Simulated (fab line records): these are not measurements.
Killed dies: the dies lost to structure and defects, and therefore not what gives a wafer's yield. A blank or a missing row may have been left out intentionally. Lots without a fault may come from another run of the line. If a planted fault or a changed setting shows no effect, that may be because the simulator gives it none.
Matching of chambers    flow nandHarc    rieDiel-04 running NHARC_P_GATE_STRIP_108: 4 sister chambers
The step strips in O2. 27 wafers are shown with their chamber, then 12 later ones without.

## WAFERS WITH THEIR CHAMBER
wafer   chamber  showerheadPlenumPTorr (Torr)  drypumpMotorCurrentA (A)  oesProductAu (a.u.)
L074.1  1        3.53                          5.1                       0.989
L074.5  0        3.51                          6.0                       0.994
L074.6  3        3.72                          5.4                       0.988
L076.4  0        3.51                          6.0                       0.996
L076.5  3        3.72                          5.5                       1.005
L076.6  2        3.65                          5.8                       1.029
L075.1  2        3.65                          5.8                       1.027
L075.3  0        3.51                          6.0                       1.003
L075.6  2        3.65                          5.7                       1.038
L080.1  2        3.65                          5.8                       1.008
L080.3  1        3.53                          5.1                       1.002
L080.5  1        3.53                          5.1                       1.004
L081.2  1        3.53                          5.0                       0.998
L081.3  3        3.72                          5.5                       1.009
L081.6  0        3.51                          6.0                       1.024
L084.2  3        3.72                          5.4                       0.997
L084.4  0        3.51                          6.0                       1.021
L084.6  1        3.53                          5.1                       1.000
L088.2  2        3.64                          5.8                       1.011
L088.3  3        3.71                          5.5                       0.987
L088.6  2        3.64                          5.8                       1.010
L085.1  1        3.53                          5.0                       1.000
L085.2  3        3.71                          5.4                       1.000
L085.3  0        3.51                          6.0                       1.030
L086.1  1        3.53                          5.1                       1.000
L086.2  2        3.64                          5.8                       1.019
L086.5  3        3.71                          5.5                       1.018

SIGNATURES (means of the wafers above)
reading                chamber 0  chamber 1  chamber 2  chamber 3  scatter within a chamber
showerheadPlenumPTorr  3.5100     3.5300     3.6457     3.7157     0.00386
drypumpMotorCurrentA   6.000      5.071      5.786      5.457      0.0417
oesProductAu           1.01133    0.99900    1.02029    1.00057    0.0112
Rule: for a wafer and a chamber, the distance is found by dividing, reading by reading, the gap between the wafer's reading and the chamber's mean by the reading's scatter, squaring, summing and taking the root. If the next closest chamber is less than 2 further off than the closest, the wafer can't be placed; otherwise it belongs to the closest. The scatter: the root of (the sum of the squares of (reading less its chamber's mean) over the shown wafers, divided by (wafers less chambers)).

## WAFERS WITH NO CHAMBER GIVEN
wafer   showerheadPlenumPTorr (Torr)  drypumpMotorCurrentA (A)  oesProductAu (a.u.)
L087.1  3.53                          5.0                       1.001
L087.4  3.50                          6.0                       1.031
L087.6  3.64                          5.8                       1.013
L095.1  3.50                          6.0                       1.022
L095.3  3.71                          5.4                       1.003
L095.6  3.50                          6.0                       1.022
L094.1  3.50                          6.0                       1.028
L094.2  3.64                          5.8                       1.010
L094.5  3.71                          5.4                       1.004
L097.3  3.71                          5.5                       1.019
L097.4  3.63                          5.8                       1.010
L097.6  3.71                          5.4                       1.015

## WHICH CHAMBER EACH WENT THROUGH
wafer   from the rows above  in truth
L087.1  1                    1
L087.4  0                    0
L087.6  2                    2
L095.1  0                    0
L095.3  3                    3
L095.6  0                    0
L094.1  0                    0
L094.2  2                    2
L094.5  3                    3
L097.3  3                    3
L097.4  2                    2
L097.6  3                    3
12 of 12 placed correctly. From these rows, 0 cannot be placed. Number placed wrongly: 0.
